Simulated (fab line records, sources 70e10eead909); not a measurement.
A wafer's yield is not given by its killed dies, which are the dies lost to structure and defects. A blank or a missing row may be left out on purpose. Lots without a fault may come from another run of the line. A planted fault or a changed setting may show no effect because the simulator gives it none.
Comparing a struck lot with a sound one    flow nand harc    40 steps out of a route of 1302
Sound: the wafers L824.1, L824.3, L824.4. Wafers L842.3, L842.4, L842.6 were the ones struck. Last of all comes the cause.
Order at every step that has rows: each side's tool, ch and its chambers, its first start. Under that, the readings that differ: sound wafers    struck wafers    difference of the means    sigmas: that difference in standard deviations of wafers without a fault.
alike: readings whose means differ by less than 2 such deviations, and words and numbers that are the same on both sides. not compared: withheld readings, readings that some wafer has no value for, bounds like >300 that may hide the same value, and numbers for which the record gives no deviation and whose values overlap.
The two part at a step that has a row with sigmas, a row that says differs or no value, or rows on one side only. Numbers that don't overlap but have no deviation are shown without sigmas and don't part them. A reading missing from all wafers of one side parts the sides only when that side holds two or more wafers.

first, 1 step without rows for these wafers: NHARC_P_CONTACT_DESCUM_17 (chemistry O2, time 3 s).
NHARC_P_CONTACT_ETCH_35: etches the open film in CF4, target depth 39 nm, time 65 s.
  sound on rie diel-04 ch 0,2,3, day 5 21:57; struck on rie diel-04 ch 0,1,3, day 13 10:34
  alike: drypump motor current A, oes product au, rf fwd power W, rf vpp V, showerhead plenum p Torr, throttle valve pct
  not compared: rf hours counter h
NHARC_P_CONTACT_ETCH_36: etches the open film in N2/H2, target depth 260 nm, time 406.25 s.
  sound on rie diel-04 ch 0,1,2; struck on rie diel-04 ch 0,2,3
  alike: drypump motor current A, oes product au, rf fwd power W, rf vpp V, showerhead plenum p Torr, throttle valve pct
  not compared: rf hours counter h
NHARC_P_CONTACT_ETCH_18: etches the open film in C4F8/O2/Ar, target depth 481 nm, time 240.5 s.
  sound on rie diel-04 ch 0,2,3; struck on rie diel-04 ch 0,2
  alike: oes product au, rf fwd power W, rf vpp V
  not compared: rf hours counter h
then, 1 step without rows for these wafers: NHARC_P_CONTACT_STRIP_37 (strips in C4F8/O2/Ar).
NHARC_P_CONTACT_ETCH_31: etches the open film in CH3F/O2, target depth 30 nm, time 85.7 s.
  sound on rie diel-04 ch 0,1,2; struck on rie diel-04 ch 0,3
  alike: ch3f flow sccm, drypump motor current A, oes product au, rf fwd power W, rf vpp V, showerhead plenum p Torr, throttle valve pct
  not compared: rf hours counter h
NHARC_P_CONTACT_CD_MEAS_19:
  struck on cd sem-02, day 13 11:22; sound on cd sem-03, day 5 22:43
  alike: cd nm
then, 2 steps without rows for these wafers: NHARC_P_CONTACT_STRIP_28 (strips in O2); NHARC_P_CONTACT_STRIP_29 (strips in post etch residue remover, time 1200 s).
NHARC_P_CONTACT_DEGAS_38: time 60 s.
  struck on pvd sputter-01, day 13 12:04; sound on pvd sputter-03, day 5 23:26
reading               sound                 struck  difference                     sigmas
susceptor temp C (C)  300.07 300.21 299.83  - - -   no value on the struck wafers  
  alike: heater power w
then, 2 steps without rows for these wafers: NHARC_P_CONTACT_PRE_CLEAN_39 (time 19.5 s); NHARC_P_CONTACT_PVD_32 (deposits Ti, target thk 5 nm, time 17.7 s).
NHARC_P_CONTACT_ALD_22: deposits TiN, target thk 3 nm, pulse time 1 s, ald cycles 150.
  sound on ald metal-03 ch 0,2,3, day 5 23:41; struck on ald metal-02 ch 0,2,3, day 13 12:21
  alike: heater power w, precursor pulse height rel, susceptor temp C
then, 13 steps without rows for these wafers: NHARC_P_CONTACT_CVD_23 (deposits W, target thk 200 nm, time 557 s); NHARC_P_CONTACT_CMP_24 (polishes, t overpolish 30 s, target thk 200 nm); NHARC_P_CONTACT_SRD_26; NHARC_P_M0_DEP_00 (deposits SiOC, target thk 150 nm); NHARC_P_M0_DEHYDRATE_01 (time 120 s); NHARC_P_M0_HMDS_02 (time 30 s); NHARC_P_M0_COAT_33 (time 65 s); NHARC_P_M0_COAT_03 (resist thk 90 nm); NHARC_P_M0_SOFTBAKE_04 (time 55 s); NHARC_P_M0_EBR_05; NHARC_P_M0_EXPOSE_06 (exposes mask P M0, target cd 90 nm); NHARC_P_M0_PEB_07 (peb time 65 s); NHARC_P_M0_DEVELOP_08 (develop time 35 s).
NHARC_P_M0_CD_MEAS_09: the cd target is 90 nm.
  sound on cd sem-01 ch 0, day 6 02:23; struck on cd sem-01 ch 0, day 13 14:28
  alike: cd nm
NHARC_P_M0_OVL_MEAS_10: pitch 180 nm.
  struck on overlay-01, day 13 14:33; sound on overlay-01, day 6 02:28
reading            sound        struck          difference  sigmas
overlay y nm (nm)  1.3 1.2 1.3  -0.6 -0.5 -1.1  -2.0        -2
  alike: overlay x nm
then, 3 steps without rows for these wafers: NHARC_P_M0_DESCUM_14 (chemistry O2, time 3 s); NHARC_P_M0_ETCH_34 (etches the open film in N2/H2, target depth 40 nm, overetch 12 nm, time 43.94 s); NHARC_P_M0_ETCH_15 (etches the open film in C4F8/Ar, target depth 150 nm, overetch 15 nm, time 82.5 s).
NHARC_P_M0_CD_MEAS_16:
  struck on cd sem-03, day 13 15:01; sound on cd sem-01, day 6 02:53
  alike: cd nm
then, 7 steps without rows for these wafers: NHARC_P_M0_STRIP_18 (strips in N2/H2); NHARC_P_M0_STRIP_19 (strips in post etch residue remover, time 600 s); NHARC_P_M0_DEGAS_28 (time 60 s); NHARC_P_M0_PRE_CLEAN_29 (time 30 s); NHARC_P_M0_PVD_20 (deposits TaN, target thk 5 nm, time 8.06 s); NHARC_P_M0_PVD_21 (deposits Cu, target thk 30 nm, time 20.49 s); NHARC_P_M0_ECD_22 (material Cu, target thk 400 nm).
-- jump in the record: it breaks off in module P_M0 and resumes in module END (first step shown: number 1302 of the route), and 18 days separate the struck wafers' starts before and after --
NHARC_END_SORT_01:
  the record has rows for the struck wafers here (prober-01 ch 0, day 31 14:40) and none for the sound ones

== WHERE THEY PART ==
At NHARC_P_CONTACT_DEGAS_38 first; at NHARC_END_SORT_01 last (within this record only).

WHY: the cause the simulator had injected
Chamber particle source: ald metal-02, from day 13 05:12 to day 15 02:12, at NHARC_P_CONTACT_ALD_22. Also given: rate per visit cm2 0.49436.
